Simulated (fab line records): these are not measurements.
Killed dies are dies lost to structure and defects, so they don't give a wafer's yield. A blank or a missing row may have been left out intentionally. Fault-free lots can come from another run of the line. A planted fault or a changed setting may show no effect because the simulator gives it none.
Struck lot and sound lot, side by side | flow n5Finfet | 15 out of 1938 route steps
Sound: these wafers, L927.2, L927.5, L927.6. Struck: wafers L926.3, L926.4, L926.6. The cause comes at the end.
At each step with rows: each side's tool, then ch and its chambers, then its first start. Under that, the readings that differ: sound wafers | struck wafers | difference of the means | sigmas: that difference in standard deviations of wafers without a fault.
alike: a reading whose means differ by less than 2 such deviations, as well as words and numbers matching on both sides. not compared: withheld readings; readings where some wafer has no value; bounds like >300 that might hide an equal value; numbers whose values overlap and for which the record gives no deviation.
A row with sigmas, a row that says differs or no value, or rows on one side alone: a step with any of these is where the two part. Non-overlapping numbers with no deviation appear without sigmas and do not part them. A reading that every wafer of one side lacks parts them only if that side has two wafers or more.

first, 4 steps without rows for these wafers: N5_BEOL_M4_SOFTBAKE_23 (time 60 s); N5_BEOL_M4_EXPOSE_25 (exposes mask V3, defocus 5 nm); N5_BEOL_M4_PEB_26 (peb time 60 s); N5_BEOL_M4_DEVELOP_27 (develop time 30 s).
N5_BEOL_M4_CD_MEAS_28: target cd 26.2 nm, target cd y 24.1 nm.
  sound on cdSem-02 ch 0, day 10 06:56; struck on cdSem-03 ch 0, day 10 05:19
  alike: cdNm
N5_BEOL_M4_OVL_MEAS_29:
  sound on overlay-01 ch 0, day 10 06:58; struck on overlay-01 ch 0, day 10 05:21
  alike: V3_OVL
N5_BEOL_M4_INSPECT_30: inspects for defects (brightfield).
  sound on defectInspect-01 at day 10 07:01; struck on defectInspect-01 at day 10 05:23
  alike: rawDefectCount
N5_BEOL_M4_DESCUM_33: chemistry O2, time 7 s.
  sound on rieDiel-05 ch 0,1, day 10 07:04; struck on rieDiel-04 ch 1,2,3, day 10 05:26
  alike: drypumpMotorCurrentA, oesProductAu, rfVppV, showerheadPlenumPTorr, throttleValvePct
  not compared: rfHoursCounterH
N5_BEOL_M4_ETCH_77: etches underlayer in N2/H2, target depth 6.5 nm, time 5.2 s.
  sound on rieDiel-05 ch 0,1, day 10 07:06; struck on rieDiel-04 ch 1,2,3, day 10 05:28
  alike: drypumpMotorCurrentA, etchRfOnTimeS, oesProductAu, rfFwdPowerW, rfVppV, showerheadPlenumPTorr, throttleValvePct
  not compared: rfHoursCounterH
N5_BEOL_M4_ETCH_69: etches SiARC in CF4, target depth 15.6 nm, time 26 s.
  sound on rieDiel-05 ch 0,1, day 10 07:07; struck on rieDiel-04 ch 1,2,3, day 10 05:29
reading         | sound             | struck            | difference | sigmas
rfFwdPowerW (W) | 528.1 528.7 529.6 | 530.9 532.5 533.5 | +3.5       | +2
  alike: drypumpMotorCurrentA, etchRfOnTimeS, oesProductAu, rfVppV, showerheadPlenumPTorr, throttleValvePct
  not compared: rfHoursCounterH
N5_BEOL_M4_ALD_98: deposits SiO2, target thk 2.5 nm, pulse time 1 s, co reactant pulse time 1 s.
  sound on aldSin-01 ch 1,2,3, day 10 07:12; struck on aldSin-01 ch 2,3, day 10 06:03
  alike: heaterPowerW, precursorPulseHeightRel
N5_BEOL_M4_ETCHBACK_99: etches SiO2 in CHF3, target depth 5 nm, time 10.4 s.
  sound on rieDiel-05 ch 2,3, day 11 14:21; struck on rieDiel-04 ch 1,3, day 11 08:20
  alike: drypumpMotorCurrentA, oesProductAu, rfVppV, showerheadPlenumPTorr, throttleValvePct
  not compared: rfHoursCounterH
N5_BEOL_M4_ETCH_70: etches SOC in N2/H2, target depth 80 nm, overetch 24 nm, time 130 s.
  sound on rieDiel-05 ch 2,3, day 11 14:23; struck on rieDiel-04 ch 1,3, day 11 08:22
reading                                   | sound             | struck               | difference | sigmas
rfFwdPowerW (W)                           | 837.6 831.4 835.7 | 1042.0 1037.9 1043.7 | +206.3     | +79
rfVppV (V)                                | 523.0 526.5 523.1 | 490.1 489.7 488.5    | -34.8      | -23
model.SiARC_of_BEOL_M4_COAT_68.thkNm (nm) | 6 6 6             | 5 5.2 5              | -1         | 
  alike: drypumpMotorCurrentA, oesProductAu, showerheadPlenumPTorr, throttleValvePct
  not compared: rfHoursCounterH
then, 1 step without rows for these wafers: N5_BEOL_M4_STRIP_71 (strips in N2/H2).
N5_BEOL_M4_RC_MEAS_101:
  sound on prober-01 ch 0, day 11 18:41; struck on prober-02 ch 0, day 11 12:49
  alike: DIBL_N, DIBL_P, IOFF_N, IOFF_P, ION_N, ION_P, SS_N, SS_P, VT_N, VT_P

## WHERE THEY PART
First at N5_BEOL_M4_ETCH_69; last, within this record, at N5_BEOL_M4_ETCH_70. Later steps at which nothing parts them and some readings are alike: N5_BEOL_M4_RC_MEAS_101.

WHY: the cause the simulator had injected
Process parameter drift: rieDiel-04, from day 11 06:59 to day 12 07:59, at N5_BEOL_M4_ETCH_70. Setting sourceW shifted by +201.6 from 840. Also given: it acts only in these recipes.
